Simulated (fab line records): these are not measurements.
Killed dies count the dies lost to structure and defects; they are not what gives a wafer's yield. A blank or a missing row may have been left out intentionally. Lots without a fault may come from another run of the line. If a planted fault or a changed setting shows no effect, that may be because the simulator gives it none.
fab line records	flow n5_finfet
record lots=7	wafers=21	last_day=17
route steps=1938 shown STI_FIN_REVEAL@184 PASSIVATION@1936
lots untouched by any fault: they come from a run of this same line in which no faults occurred
start_h: the number of hours between the record's first day and the start of the first shown wafer of the lot	wait_h: hours elapsed since this lot's preceding step	" as in the row above	L1.1+2: a row that stands for several wafers	- no value present, or no start provided	* or withheld: withheld	< > ~ a bound
route shown NAME@n: names a module that has steps shown in the file, with the first one's number in the route	usual: mean/standard deviation of fault-free wafers	same: alike in all rows	chamber/n: place in a boat	sites: each site's reading	_std_site: standard deviation of those values	_edge_site: inner sites' mean taken away from outer sites' mean	radius_mm: for every site, how far away it sits from the centre of the wafer	mask NAME#n: copy n	behind: the last tool/chamber to shape the wafer	hold: the reason the lot was held/the length of the hold in hours/how it ended	device: the n, p or np transistor that did not switch	end of line: at the end of the route, the tests of the same wafers	step lacking rows: just its recipe	killed: at the first sort, the dies lost to defects and structure; wafer yield is something else	map: per-die view of a wafer (x killed, . not killed, _ where there is no die)
set.NAME: setting as actually run; set.NAME@STEP: the setting as run at that earlier step	model.NAME: the simulator's own value behind a step, which no gauge read
lots seen at some steps along the route; tables by step, rows by wafer
services: when a tool's chamber went out of use (start_h, in hours from the record's first day, below 0 if earlier), for how many hours, and the reason
## steps
# step N5_STI_FIN_REVEAL_ALD_14
# recipe material=Si3N4	target_thk_a=30	temp_c=400	ald_precursor_family=SiH2I2	ald_co_reactant=N2/H2-plasma	pressure_torr=2
# usual heater_power_outer_w=508/93	heater_power_w=832/130
lot.wafer	tool	chamber	start_h	wait_h	heater_power_outer_w	heater_power_w	since_wet_clean_h
L114.1	ald_sin-02	1	28.70	0.0	501	865	126
L114.4	"	3	"	"	558	858	126
L114.6	"	3	"	"	561	874	-
L120.1	ald_sin-03	1	64.58	0.0	334	587	57
L120.4	"	0	"	"	647	1040	57
L120.5	"	1	"	"	326	577	-
L121.2	ald_sin-02	1	70.94	0.0	494	827	169
L121.4	"	3	"	"	567	875	169
L121.5	"	3	"	"	547	887	-
L125.4	ald_sin-03	0	94.28	0.0	663	1028	87
L125.5	"	0	"	"	640	1013	-
L125.6	"	3	"	"	487	829	-
L131.1	ald_sin-03	3	129.63	0.0	492	843	122
L131.4	"	2	"	"	417	670	122
L131.5	"	3	"	"	490	820	-
L132.3	ald_sin-03	3	135.28	0.0	481	817	128
L132.4	"	2	"	"	422	687	128
L132.6	"	2	"	"	415	673	-
L136.1	ald_sin-03	1	159.58	0.0	342	601	152
L136.3	"	0	"	"	672	1012	152
L136.4	"	2	"	"	409	703	152
# step N5_STI_FIN_REVEAL_FCVD_FILL_01
# recipe material=SiO2_flowable	target_thk_a=3120	temp_c=100	pressure_torr=0.8	rf_w=2000	time_s=512.2
# step N5_STI_FIN_REVEAL_DENSIFY_02
# recipe temp_c=650	ambient=steam	time_s=1800	idle_temp_c=400	densification_p_h2o_torr=640
# step N5_STI_FIN_REVEAL_CMP_04
# recipe stop_on=Si3N4	t_overpolish_s=4	down_force_psi=2	platen_rpm=54.18	post_cmp_clean=alkaline_brush	pad_velocity_m_s=1.078	target_thk_nm=131.83
# usual edge_zone_pressure_frac=1.000/0.0051	motor_current_A=7.9/0.86	overpolish_run_s=4.000/0.0094	time_to_endpoint_s=102/4.4
lot.wafer	tool	chamber	start_h	wait_h	edge_zone_pressure_frac	motor_current_A	overpolish_run_s	time_to_endpoint_s
L114.4	cmp-01	0	33.79	0.1	0.996	6.9	4.010	107
L114.1	"	1	"	"	0.997	7.8	4.002	112
L114.6	"	0	"	"	1.001	7.6	4.000	107
L120.1	cmp-01	1	69.64	0.0	1.006	7.5	3.983	107
L120.4	"	2	"	"	0.995	8.3	4.002	99
L120.5	"	2	"	"	0.999	8.4	3.995	101
L121.4	cmp-03	1	76.02	0.1	0.996	9.0	4.006	105
L121.2	"	3	"	"	0.997	9.5	3.986	104
L121.5	"	0	"	"	0.999	8.3	4.002	103
L125.4	cmp-04	2	99.35	0.1	1.000	8.0	3.991	104
L125.6	"	1	"	"	1.009	7.8	4.017	99
L125.5	"	2	"	"	0.994	8.0	3.992	104
L131.1	cmp-04	1	134.71	0.1	0.998	7.9	3.984	97
L131.4	"	2	"	"	1.006	7.5	3.999	104
L131.5	"	1	"	"	0.988	8.0	4.002	94
L132.3	cmp-04	0	140.31	0.0	1.009	7.4	4.015	105
L132.4	"	3	"	"	1.000	6.6	4.011	101
L132.6	"	1	"	"	0.994	7.8	4.002	102
L136.4	cmp-01	2	164.62	0.0	1.006	7.6	3.988	96
L136.3	"	0	"	"	1.001	7.3	4.002	100
L136.1	"	1	"	"	1.001	8.0	3.975	105
# step N5_STI_FIN_REVEAL_THK_MEAS_05
# usual thk_nm=131.8/1.3
lot.wafer	tool	chamber	start_h	wait_h	thk_nm
L114.1	film_metro-02	-	34.05	-	134.4
L114.4	"	-	"	"	134.1
L114.6	"	-	"	"	133.4
L120.1	film_metro-02	-	69.93	-	134.7
L120.4	"	-	"	"	130.7
L120.5	"	-	"	"	131.5
L121.2	film_metro-02	-	76.27	-	131.6
L121.4	"	-	"	"	132.8
L121.5	"	-	"	"	131.2
L125.4	film_metro-02	-	99.61	-	131.3
L125.5	"	-	"	"	131.6
L125.6	"	-	"	"	130.9
L131.1	film_metro-01	-	134.96	-	130.7
L131.4	"	-	"	"	131.9
L131.5	"	-	"	"	131.3
L132.3	film_metro-01	-	140.61	-	131.3
L132.4	"	-	"	"	131.4
L132.6	"	-	"	"	130.1
L136.1	film_metro-01	-	164.91	-	132.9
L136.3	"	-	"	"	131.2
L136.4	"	-	"	"	131.9
# step N5_STI_FIN_REVEAL_DENSIFY_30
# recipe temp_c=*	time_s=*	ambient=N2	idle_temp_c=600	ramp_up_c_per_s=150	ramp_down_c_per_s=60	cool_to_c=600
# usual lamp_power_pct=11.54/0.051	wafer_temp_C_max=*
lot.wafer	tool	chamber	start_h	wait_h	lamp_power_pct	wafer_temp_C_max
L114.1	rtp_anneal-02	0	34.15	0.1	11.50	*
L114.4	"	0	"	"	11.43	*
L114.6	"	0	"	"	11.50	*
L120.1	rtp_anneal-02	0	69.96	0.0	11.50	*
L120.4	"	0	"	"	11.54	*
L120.5	"	0	"	"	11.46	*
L121.2	rtp_anneal-02	0	76.34	0.1	11.56	*
L121.4	"	0	"	"	11.50	*
L121.5	"	0	"	"	11.47	*
L125.4	rtp_anneal-02	0	99.73	0.1	11.62	*
L125.5	"	0	"	"	11.53	*
L125.6	"	0	"	"	11.56	*
L131.1	rtp_anneal-01	0	134.99	0.0	11.65	*
L131.4	"	0	"	"	11.50	*
L131.5	"	0	"	"	11.54	*
L132.3	rtp_anneal-02	0	140.84	0.2	11.48	*
L132.4	"	0	"	"	11.63	*
L132.6	"	0	"	"	11.55	*
L136.1	rtp_anneal-01	0	165.10	0.2	11.48	*
L136.3	"	0	"	"	11.52	*
L136.4	"	0	"	"	11.58	*
# step N5_STI_FIN_REVEAL_ETCHBACK_08
# recipe chemistry=C4F6/O2	target=SiO2	target_depth_a=305	time_s=10.167	ion_energy_ev=250	pressure_mtorr=30	source_w=345	bias_w=185	Ar_flow_sccm=300	C4F6_flow_sccm=10	O2_flow_sccm=10
# usual C4F6_flow_sccm=10.00/0.033	drypump_motor_current_A=5.7/0.33	oes_product_au=0.76/0.056	rf_fwd_power_W=340.4/1.8	rf_vpp_V=662/13	showerhead_plenum_p_Torr=2.84/0.098	throttle_valve_pct=21.15/0.23
lot.wafer	tool	chamber	start_h	wait_h	C4F6_flow_sccm	drypump_motor_current_A	oes_product_au	rf_fwd_power_W	rf_hours_counter_h	rf_vpp_V	showerhead_plenum_p_Torr	throttle_valve_pct
L114.1	rie_diel-06	1	34.37	0.2	9.98	5.4	0.77	342.4	150	693	2.86	21.46
L114.4	"	0	"	"	10.01	5.8	0.79	341.0	123	659	2.98	21.22
L114.6	"	2	"	"	9.96	6.2	0.73	340.2	-	654	2.72	21.43
L120.1	rie_diel-06	1	70.17	0.2	10.02	5.4	0.75	341.4	162	694	2.85	21.47
L120.4	"	2	"	"	9.94	6.3	0.72	340.4	215	653	2.72	21.45
L120.5	"	0	"	"	10.00	5.8	0.77	337.3	-	659	2.97	21.23
L121.2	rie_diel-03	3	76.53	0.2	10.01	5.9	0.91	341.7	17	672	3.00	20.88
L121.4	"	2	"	"	9.96	6.1	0.73	341.4	188	651	2.83	20.98
L121.5	"	1	"	"	9.98	5.3	0.74	343.0	-	642	2.94	21.06
L125.4	rie_diel-03	2	99.85	0.1	9.98	6.1	0.72	344.0	195	653	2.83	21.00
L125.5	"	3	"	"	10.00	5.9	0.90	343.3	-	672	3.00	20.90
L125.6	"	0	"	"	10.04	5.5	0.80	339.1	-	659	2.74	21.16
L131.1	rie_diel-03	1	135.20	0.2	10.05	5.3	0.72	341.9	173	643	2.93	21.10
L131.4	"	2	"	"	9.99	6.1	0.71	343.4	206	651	2.83	21.02
L131.5	"	0	"	"	9.94	5.6	0.79	336.8	-	659	2.74	21.16
L132.3	rie_diel-03	2	140.99	0.1	10.02	6.1	0.72	341.6	209	650	2.83	21.00
L132.4	"	1	"	"	9.98	5.3	0.71	340.5	176	643	2.93	21.09
L132.6	"	0	"	"	9.97	5.6	0.78	339.7	-	660	2.74	21.18
L136.1	rie_diel-02	2	165.31	0.2	10.03	5.5	0.72	341.0	220	666	2.81	21.10
L136.3	"	3	"	"	10.00	5.5	0.73	337.2	206	662	2.82	21.63
L136.4	"	1	"	"	10.01	5.9	0.73	338.0	208	675	2.92	21.31
# step N5_STI_FIN_REVEAL_STRIP_24
# recipe chemistry=N2/H2	time_s=90	power_w=100	temp_c=40	pressure_mtorr=100	rf_frequency_hz=6e+07	bias_power_w=3	n2_flow_sccm=300	h2_flow_sccm=300
# usual drypump_motor_current_A=5.7/0.33	oes_product_au=0.77/0.059	rf_vpp_V=45.2/0.79	showerhead_plenum_p_Torr=3.38/0.12	throttle_valve_pct=12.30/0.19
lot.wafer	tool	chamber	start_h	wait_h	drypump_motor_current_A	oes_product_au	rf_hours_counter_h	rf_vpp_V	showerhead_plenum_p_Torr	throttle_valve_pct
L114.1	rie_diel-06	1	34.40	0.0	5.4	0.77	150	45.6	3.39	12.44
L114.4	"	0	"	"	5.8	0.78	123	44.7	3.54	12.25
L114.6	"	2	"	"	6.3	0.74	-	46.5	3.22	12.41
L120.1	rie_diel-06	1	70.20	0.0	5.4	0.77	162	44.9	3.38	12.48
L120.4	"	2	"	"	6.3	0.73	215	44.4	3.21	12.46
L120.5	"	0	"	"	5.8	0.76	-	44.4	3.54	12.28
L121.2	rie_diel-03	3	76.57	0.0	5.9	0.92	17	45.5	3.59	12.02
L121.4	"	2	"	"	6.2	0.74	188	45.2	3.36	12.26
L121.5	"	1	"	"	5.3	0.72	-	44.9	3.51	12.22
L125.4	rie_diel-03	2	99.89	0.0	6.1	0.73	195	45.2	3.35	12.26
L125.5	"	3	"	"	5.9	0.91	-	46.4	3.58	12.02
L125.6	"	0	"	"	5.6	0.79	-	47.7	3.28	12.38
L131.1	rie_diel-03	1	135.24	0.0	5.3	0.73	173	45.5	3.50	12.26
L131.4	"	2	"	"	6.2	0.71	206	43.6	3.35	12.28
L131.5	"	0	"	"	5.5	0.79	-	45.4	3.27	12.39
L132.3	rie_diel-03	2	141.03	0.0	6.1	0.71	209	47.0	3.35	12.30
L132.4	"	1	"	"	5.3	0.72	176	45.6	3.50	12.27
L132.6	"	0	"	"	5.6	0.79	-	44.7	3.27	12.40
L136.1	rie_diel-02	2	165.35	0.0	5.4	0.72	220	45.6	3.35	12.30
L136.3	"	3	"	"	5.6	0.74	206	45.9	3.34	12.68
L136.4	"	1	"	"	5.9	0.72	208	45.7	3.48	12.56
# step N5_STI_FIN_REVEAL_PRECLEAN_25
# recipe chemistry=SPM	time_s=90	temp_c=120	mix=4:1
# step N5_STI_FIN_REVEAL_PRECLEAN_26
# recipe chemistry=SC1	time_s=45	temp_c=46	mix=1:2:100
# step N5_STI_FIN_REVEAL_PRECLEAN_29
# recipe chemistry=DHF	time_s=30	temp_c=25	dilution=300:1
# step N5_STI_FIN_REVEAL_SRD_12
# recipe time_s=30	temp_c=23	rinse_liquid=diw	dry=ipa_marangoni
# step N5_STI_FIN_REVEAL_RECESS_09
# recipe chemistry=HF/NH3	target=SiO2	afs_cycles=11	target_depth_a=425	temp_c=30	sublimation_temp_c=180	sublimation_time_s=60
# usual drypump_motor_current_A=5.42/0.22
# same afs_cycles=11
lot.wafer	tool	chamber	start_h	wait_h	drypump_motor_current_A
L114.1	vapor_etch-01	1	34.62	0.0	5.70
L114.4	"	1	"	"	5.72
L114.6	"	0	"	"	5.17
L120.1	vapor_etch-01	1	70.43	0.0	5.69
L120.4	"	1	"	"	5.70
L120.5	"	0	"	"	5.17
L121.2	vapor_etch-01	0	76.78	0.0	5.17
L121.4	"	0	"	"	5.16
L121.5	"	1	"	"	5.70
L125.4	vapor_etch-01	1	100.63	0.6	5.71
L125.5	"	0	"	"	5.15
L125.6	"	1	"	"	5.69
L131.1	vapor_etch-02	0	135.46	0.0	5.50
L131.4	"	1	"	"	5.33
L131.5	"	0	"	"	5.51
L132.3	vapor_etch-02	0	141.77	0.6	5.50
L132.4	"	1	"	"	5.32
L132.6	"	0	"	"	5.50
L136.1	vapor_etch-01	1	165.57	0.0	5.69
L136.3	"	1	"	"	5.69
L136.4	"	0	"	"	5.15
# step N5_STI_FIN_REVEAL_STRIP_16
# recipe chemistry=H3PO4	material=SiNx	temp_c=165	target_depth_a=238	overetch_fraction=0.4964	dry=ipa_marangoni
# step N5_STI_FIN_REVEAL_PRECLEAN_17
# recipe chemistry=NF3:NH3	afs_cycles=1	temp_c=30	time_s=20	sublimation_temp_c=180	sublimation_time_s=60	pressure_torr=3	rf_power_w=30
# step N5_STI_FIN_REVEAL_ETCH_34
# recipe chemistry=H2	mode=isotropic	material=Si	target=Si	target_depth_a=9.7	temp_c=20	pressure_mtorr=4.5	icp_w=300	bias_w=0	h2_flow_sccm=7.5	he_flow_sccm=142.5
# step N5_STI_FIN_REVEAL_OXIDATION_31
# recipe chemistry=O2_PLASMA_REMOTE	temp_c=150	time_s=20	pressure_mtorr=1000	source_power_w=2000	o2_flow_sccm=3000
# step N5_STI_FIN_REVEAL_PRECLEAN_32
# recipe chemistry=NF3:NH3	afs_cycles=1	temp_c=30	time_s=20	sublimation_temp_c=180	sublimation_time_s=60	pressure_torr=3	rf_power_w=30
# step N5_STI_FIN_REVEAL_STRIP_35
# recipe chemistry=H3PO4	material=Si3N4	temp_c=165	target_depth_a=40	time_s=39
# step N5_STI_FIN_REVEAL_SRD_21
# recipe dry=ipa_marangoni	time_s=30	temp_c=23	rinse_liquid=diw
# step N5_STI_FIN_REVEAL_OXIDATION_33
# recipe chemistry=O2_PLASMA_REMOTE	temp_c=150	time_s=20	pressure_mtorr=1000	source_power_w=2000	o2_flow_sccm=3000
# step N5_STI_FIN_REVEAL_CLEAN_19
# recipe chemistry=O3/DIW	temp_c=25	time_s=120	o3_ppm=10
# step N5_STI_FIN_REVEAL_SRD_23
# recipe dry=ipa_marangoni	time_s=30	temp_c=23	rinse_liquid=diw
# step N5_STI_FIN_REVEAL_CD_MEAS_22
# recipe target_cd_nm=6.238	pitch_nm=28	polarity=line
# usual cd_nm=6.30/0.27
lot.wafer	tool	chamber	start_h	wait_h	cd_nm
L114.1	cd_sem-02	-	37.28	0.0	5.77
L114.4	"	-	"	"	6.21
L114.6	"	-	"	"	6.38
L120.1	cd_sem-01	-	73.16	0.0	6.03
L120.4	"	-	"	"	6.12
L120.5	"	-	"	"	5.87
L121.2	cd_sem-03	-	79.51	0.0	6.11
L121.4	"	-	"	"	6.40
L121.5	"	-	"	"	5.75
L125.4	cd_sem-01	-	102.77	0.0	6.26
L125.5	"	-	"	"	6.23
L125.6	"	-	"	"	6.10
L131.1	cd_sem-03	-	138.14	0.0	6.58
L131.4	"	-	"	"	6.38
L131.5	"	-	"	"	6.00
L132.3	cd_sem-03	-	143.93	0.0	6.79
L132.4	"	-	"	"	6.18
L132.6	"	-	"	"	6.58
L136.1	cd_sem-01	-	168.23	0.0	6.38
L136.3	"	-	"	"	6.48
L136.4	"	-	"	"	6.03
# step N5_STI_FIN_REVEAL_FIN_H_MEAS_10
# usual trench_depth_nm=52.0/0.58
lot.wafer	tool	chamber	start_h	wait_h	trench_depth_nm
L114.1	ocd-02	-	37.31	0.0	51.0
L114.4	"	-	"	"	52.3
L114.6	"	-	"	"	52.0
L120.1	ocd-02	-	73.19	0.0	56.8
L120.4	"	-	"	"	52.5
L120.5	"	-	"	"	56.4
L121.2	ocd-01	-	79.54	0.0	51.6
L121.4	"	-	"	"	51.1
L121.5	"	-	"	"	56.0
L125.4	ocd-01	-	102.80	0.0	51.7
L125.5	"	-	"	"	56.0
L125.6	"	-	"	"	52.6
L131.1	ocd-02	-	138.17	0.0	53.0
L131.4	"	-	"	"	51.4
L131.5	"	-	"	"	53.0
L132.3	ocd-01	-	143.96	0.0	52.1
L132.4	"	-	"	"	52.4
L132.6	"	-	"	"	52.9
L136.1	ocd-01	-	168.26	0.0	51.8
L136.3	"	-	"	"	51.7
L136.4	"	-	"	"	51.3
# step N5_STI_FIN_REVEAL_PRECLEAN_18
# recipe chemistry=SC2	time_s=45	temp_c=35	mix=1:1:50
# step N5_PASSIVATION_PROBE_49
# usual killed_at_M0_to_M3=34/12	killed_at_M4_up=12/4.9	killed_at_contacts=13/7.2	killed_at_front_end=39/12	killed_at_other=3.7/2.9	killed_dies=101/18	killed_open=67/14	killed_short=33/7.2
# same gross_dies=1180	killed_at_back_side=0
lot.wafer	tool	chamber	start_h	wait_h	killed_at_M0_to_M3	killed_at_M4_up	killed_at_contacts	killed_at_front_end	killed_at_other	killed_dies	killed_open	killed_short
L120.1	prober-01	-	309.07	0.0	40	23	3	39	2	107	71	36
L120.4	prober-01	-	309.22	0.2	25	17	11	47	2	102	67	35
L120.5	prober-01	-	309.27	0.2	28	17	15	55	1	116	71	45
# killed by level:class
L120.1 BEOL_M3:geometric_particle:open=14 BEOL_M4:geometric_particle:open=9 GATE_CUT:geometric_particle:short=8 FIN_SAQP:geometric_particle:open=7 STI_FIN_REVEAL:geometric_particle:open=7 BEOL_M0_SAQP:geometric_particle:short=6 BEOL_M2:geometric_particle:open=6 FIN_SAQP:geometric_particle:short=5
L120.4 GATE_CUT:geometric_particle:short=12 MOL_CONTACT_COAG:geometric_particle:open=10 BEOL_M3:geometric_particle:open=9 STI_FIN_REVEAL:geometric_particle:open=7 FIN_SAQP:geometric_particle:open=6 BEOL_M6:geometric_particle:open=6 FIN_SAQP:geometric_particle:short=5 BEOL_M2:geometric_particle:open=5
L120.5 STI_FIN_REVEAL:geometric_particle:open=14 BEOL_M4:geometric_particle:open=11 GATE_CUT:geometric_particle:short=10 BEOL_M0_SAQP:geometric_particle:short=10 MOL_CONTACT_COAG:geometric_particle:open=8 MOL_CONTACT_COAG:geometric_particle:short=7 DUMMY_GATE:geometric_particle:open=6 BEOL_M2:geometric_particle:open=6
## services
tool	chamber	start_h	hours	kind
rie_diel-03	3	7.82	-	clean
rie_diel-03	3	7.82	-	consumable_replace:focus_ring
rie_diel-03	3	7.82	-	consumable_replace:showerhead
cmp-03	-	9.91	6.4	repair
ald_sin-02	-	12.57	6.1	pm
ald_sin-03	2	16.31	6.6	repair
cmp-01	-	16.64	5.0	pm
ald_sin-03	0	37.63	4.8	repair
cmp-04	-	39.86	2.2	repair
ald_sin-02	-	50.88	1.8	repair
rie_diel-02	-	58.78	1.6	repair
cmp-01	-	62.62	4.0	pm
cmp-03	-	67.46	6.0	pm
rie_diel-02	2	69.19	10.5	repair
ald_sin-02	0	76.05	8.1	repair
cmp-03	-	79.05	1.3	repair
cmp-01	-	86.09	5.9	pm
ald_sin-02	-	95.70	6.0	pm
vapor_etch-01	-	111.01	2.8	pm
ald_sin-03	-	111.26	6.0	pm
rie_diel-06	3	119.33	22.6	repair
ald_sin-02	3	123.38	3.3	repair
ald_sin-02	-	140.54	0.7	repair
rie_diel-02	1	146.47	3.9	repair
## key
first_sign step=N5_STI_FIN_REVEAL_FIN_H_MEAS_10	reading=trench_depth_nm	direction=up	sigmas=7.4	usual=52.0	struck=56.3
effect none on later readings
met_at N5_STI_FIN_REVEAL_RECESS_09
struck_wafers L120.1,L120.5,L121.5,L125.5
tester_left_out L120,L121,L125
onset_between 34.62 70.43
fault kind=process_parameter_drift	tool=vapor_etch-01	chamber=-	onset_h=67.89	steps=N5_STI_FIN_REVEAL_RECESS_09	channel=target_depth_a	offset=40.397	shape=step	end_h=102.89	scope=struck_wafers_only	acts_in=these_recipes_only	stated=425
# tester_left_out: of these lots the tester's yield and bins aren't shown, on N5 and GAA mostly nor the transistor test; their killed dies are dies lost to structure and defects alone, not to doping, threshold or leakage, so they don't give the yield
